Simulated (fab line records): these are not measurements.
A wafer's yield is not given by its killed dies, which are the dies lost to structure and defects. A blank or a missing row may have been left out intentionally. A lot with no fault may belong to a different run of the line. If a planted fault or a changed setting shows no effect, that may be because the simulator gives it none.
The same fault as seen by 3 desks -- flow n5Finfet -- every desk sees just its own numbers, and what lay behind them comes last

FROM THE METROLOGY DESK
What the gauges read for every lot (on any tool): the sampled wafers with a number, averaged. If a lot's mean is further than 4 standard deviations from the usual mean, the lot is out of limits and carries the mark OUT (the distance appears in the brackets). Readings shown: 7 of its 10, picked as those furthest out on some lot.
Columns: A = DIBL_P at N5_BEOL_M4_RC_MEAS_101, usual 36.2 mV/V; B = IOFF_N at N5_BEOL_M4_RC_MEAS_101, usual 0.155 nA/um; C = IOFF_P at N5_BEOL_M4_RC_MEAS_101, usual 0.216 nA/um; D = ION_P at N5_BEOL_M4_RC_MEAS_101, usual 464 uA/um; E = SS_N at N5_BEOL_M4_RC_MEAS_101, usual 71.5 mV/dec; F = VT_N at N5_BEOL_M4_RC_MEAS_101, usual 250.2 mV; G = VT_P at N5_BEOL_M4_RC_MEAS_101, usual -249.3 mV
lot,first seen here,A,B,C,D,E,F,G
L372,day 8 23:29,34.0,0.144,0.200,455,71.4,251.0,-250.7
L373,day 9 03:15,35.9,0.146,0.192,462,71.7,251.5,-251.7
L375,day 9 10:46,37.9,0.180,0.268,473,72.4,247.9,-244.4
L376,day 9 17:52,37.2,0.146,0.217,462,71.7,252.5,-251.7
L386,day 12 11:15,33.6,0.124,0.187,459,71.4,254.4,-250.8
L389,day 13 15:34,35.4,0.143,0.213,470,71.4,251.9,-249.2
This desk's finding: nothing out of limits on any of the 6 lots.

FOR THE TOOL OWNER'S DESK: lithoTrack-03
The tool's own readings at N5_SD_EPI_N_COAT_32 (time 60 s, resist thk 350 nm): means of the sampled wafers that have a number, for each lot that ran on this tool. If a lot's mean is further than 4 standard deviations from the usual mean, the lot is out of limits and carries the mark OUT (the distance appears in the brackets).
Columns: A = heaterPowerTotalW at N5_SD_EPI_N_COAT_32, usual 500.6 W; B = resistLineTempC at N5_SD_EPI_N_COAT_32, usual 23.01 C; C = spinSpeedRpm at N5_SD_EPI_N_COAT_32, usual 1500.0 rpm
lot,first seen here,A,B,C
L372,day 3 23:55,501.4,23.01,1500.6
L375,day 4 18:29,500.6,22.99,1662.3 (+99 or more) OUT
L376,day 5 03:19,499.5,22.93,1662.4 (+99 or more) OUT
L389,day 8 05:53,501.4,23.17,1500.6
This desk's finding: out of limits on L375, L376; first on L375, day 4 18:29 (spinSpeedRpm at N5_SD_EPI_N_COAT_32). L372, L389: within limits.

THE DEFECT DESK
Counts from the inspections along the route, per lot, as means over the sampled wafers that have a number. If a lot's mean is further than 4 standard deviations from the usual mean, the lot is out of limits and carries the mark OUT (the distance appears in the brackets).
Columns: A = rawDefectCount at N5_DUMMY_GATE_INSPECT_27, usual 314; B = rawDefectCount at N5_SPACER0_INSPECT_04, usual 148
lot,first seen here,A,B
L372,day 3 22:47,454,233
L373,day 4 04:59,297,124
L375,day 4 17:18,295,127
L376,day 5 02:11,343,161
L386,day 7 11:04,290,159
L389,day 8 05:15,280,128
This desk's finding: nothing out of limits on any of the 6 lots.

ALL TOGETHER
The tool owner's desk had the chance to raise an alarm at day 4 18:29 on L375, L376.
From the metrology desk's view, nothing was out of limits.
Nothing out of limits was seen by the defect desk.
The metrology desk has L375, L376 on record, within its limits.
The defect desk has L375, L376 on record, within its limits.
On lithoTrack-03, each named lot ran N5_SD_EPI_N_COAT_32.

WHAT WAS PUT IN BY THE SIMULATOR
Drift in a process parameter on lithoTrack-03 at N5_SD_EPI_N_COAT_32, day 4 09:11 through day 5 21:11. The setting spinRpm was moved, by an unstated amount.
Shown lots that were struck: L375, L376.
How many hours passed from the start of the fault until each desk's first out-of-limits reading: the tool owner's desk, 9.
